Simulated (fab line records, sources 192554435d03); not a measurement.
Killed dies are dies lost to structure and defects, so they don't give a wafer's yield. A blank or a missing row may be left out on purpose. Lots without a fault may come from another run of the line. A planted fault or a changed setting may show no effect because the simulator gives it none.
A struck lot beside a sound one | flow n5_finfet | 15 steps out of a route of 1938
Sound: wafers L319.2, L319.3, L319.5. Struck: wafers L311.1, L311.2, L311.3. The cause comes at the end.
At each step with rows: each side's tool, then ch and its chambers, then its first start. Under that, the readings that differ: sound wafers | struck wafers | difference of the means | sigmas: that difference in standard deviations of wafers without a fault.
alike: readings whose means differ by less than 2 such deviations, and words and numbers that are the same on both sides. not compared: withheld readings, readings that some wafer has no value for, bounds like >300 that may hide the same value, and numbers for which the record gives no deviation and whose values overlap.
The two part at a step that has a row with sigmas, a row that says differs or no value, or rows on one side only. Numbers that don't overlap but have no deviation are shown without sigmas and don't part them. A reading that every wafer of one side lacks parts them only if that side has two wafers or more.

first, 11 steps without rows for these wafers: N5_BEOL_M0_SAQP_STRIP_80 (strips in N2/H2); N5_BEOL_M0_SAQP_HM_OPEN_112 (chemistry CHF3/O2, target SiO2, stops on a-Si, target depth 12 nm, time 13.5 s); N5_BEOL_M0_SAQP_STRIP_113 (strips in CHF3/O2); N5_BEOL_M0_SAQP_MANDREL_ETCH_20 (etches a-Si in HBr/Cl2, stops on SiNx, target depth 60 nm, bt time 10 s, time 30 s); N5_BEOL_M0_SAQP_STRIP_86 (strips in N2/H2); N5_BEOL_M0_SAQP_STRIP_115 (strips in post etch residue remover, time 60 s); N5_BEOL_M0_SAQP_SRD_93 (time 30 s); N5_BEOL_M0_SAQP_RECESS_114 (chemistry HF/NH3, target SiO2, target depth 14.4 nm, afs cycles 3, sublimation time 60 s); N5_BEOL_M0_SAQP_SPACER1_ALD_98 (deposits SiO2, target thk 12.8 nm, pulse time 1 s, purge time 2 s); N5_BEOL_M0_SAQP_SPACER1_ETCHBACK_99 (etches SiO2 in CHF3/O2, target depth 15.4 nm, time 7.7 s); N5_BEOL_M0_SAQP_MANDREL1_REMOVE_100 (chemistry HBr/Cl2/O2, target a-Si, stops on SiNx, bt time 10 s).
N5_BEOL_M0_SAQP_ETCH_101: etches SiNx in CH3F/O2, target depth 29.9 nm, time 42.7 s.
  sound on rie_diel-01 ch 0,1, day 11 02:05; struck on rie_diel-02 ch 0,1,2, day 9 03:44
  no value came back on the struck wafers for any of 9 readings (CH3F_flow_sccm (sccm), O2_flow_sccm (sccm) and others); on the sound wafers CH3F_flow_sccm (sccm) reads 30.01 30.00 30.13
  not compared: rf_hours_counter_h
then, 1 step without rows for these wafers: N5_BEOL_M0_SAQP_ETCH_102 (etches SiO2 in CF4, target depth 4 nm, time 4.4 s).
N5_BEOL_M4_RC_MEAS_101:
  the record has rows for the sound wafers here (prober-02 ch 0, day 13 14:15) and none for the struck ones
-- the record jumps here: 7 days lie between the struck wafers' starts before and after (it left off in module BEOL_M4 and takes up again in module PASSIVATION, whose first step shown is number 1936 of the route) --
N5_PASSIVATION_PROBE_49:
  the record has rows for the struck wafers here (prober-02, day 15 23:14) and none for the sound ones

WHERE THEY PART
First at N5_BEOL_M0_SAQP_ETCH_101; last, within this record, at N5_PASSIVATION_PROBE_49.

WHY: what the simulator had put in
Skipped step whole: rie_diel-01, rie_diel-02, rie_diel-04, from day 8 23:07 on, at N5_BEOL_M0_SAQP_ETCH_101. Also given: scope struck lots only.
